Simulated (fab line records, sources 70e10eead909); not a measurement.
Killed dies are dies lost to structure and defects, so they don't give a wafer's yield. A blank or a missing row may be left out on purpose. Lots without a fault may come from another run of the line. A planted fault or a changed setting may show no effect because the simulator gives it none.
Chamber matching | flow nand_harc | NHARC_A_BONDPAD_CMP_19 on cmp-04: 4 sister chambers
The step polishes, t overpolish 30 s, cu recess touch 16 s, target thk 169.82 nm. 8 wafers are shown with their chamber, then 7 later ones without.

WAFERS WITH THEIR CHAMBER
wafer  | chamber | motor_current_A (A) | overpolish_run_s (s)
L931.1 | 2       | 13.0                | 29.995
L931.4 | 1       | 11.4                | 29.995
L931.5 | 2       | 12.2                | 29.992
L936.3 | 3       | 10.5                | 30.000
L936.5 | 3       | 10.6                | 30.007
L936.6 | 0       | 10.1                | 29.994
L938.1 | 0       | 9.3                 | 30.004
L938.2 | 1       | 11.5                | 29.989

WAFERS WITHOUT THEIR CHAMBER
wafer  | motor_current_A (A) | overpolish_run_s (s)
L938.3 | 10.4                | 29.997
L937.4 | 10.1                | 29.988
L937.5 | 11.7                | 29.995
L937.6 | 12.5                | 29.993
L954.1 | 12.0                | 29.989
L954.4 | 12.3                | 29.990
L954.5 | 11.9                | 30.009

WHICH CHAMBER EACH WENT THROUGH
wafer  | from the rows above          | in truth
L938.3 | can't be placed: 3 or 0 or 1 | 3
L937.4 | can't be placed: 0 or 3 or 1 | 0
L937.5 | can't be placed: 1 or 2      | 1
L937.6 | 2                            | 2
L954.1 | can't be placed: 1 or 2      | 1
L954.4 | can't be placed: 2 or 1      | 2
L954.5 | can't be placed: 3 or 2 or 1 | 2
Placed correctly: 1 of 7. Can't be placed from these rows: 6 (the true chamber is among the candidates in 6). Placed wrongly: 0.
How it was worked out, from the rows above alone: a wafer's distance from a chamber is the root of the sum, over the readings, of the square of ((its reading less the chamber's mean) divided by the reading's scatter). The wafer belongs to the nearest chamber; if the next one is less than 2 further off, it can't be placed. A chamber's mean is the mean of its shown wafers. The scatter: the root of (the sum of the squares of (reading less its chamber's mean) over the shown wafers, divided by (wafers less chambers)).
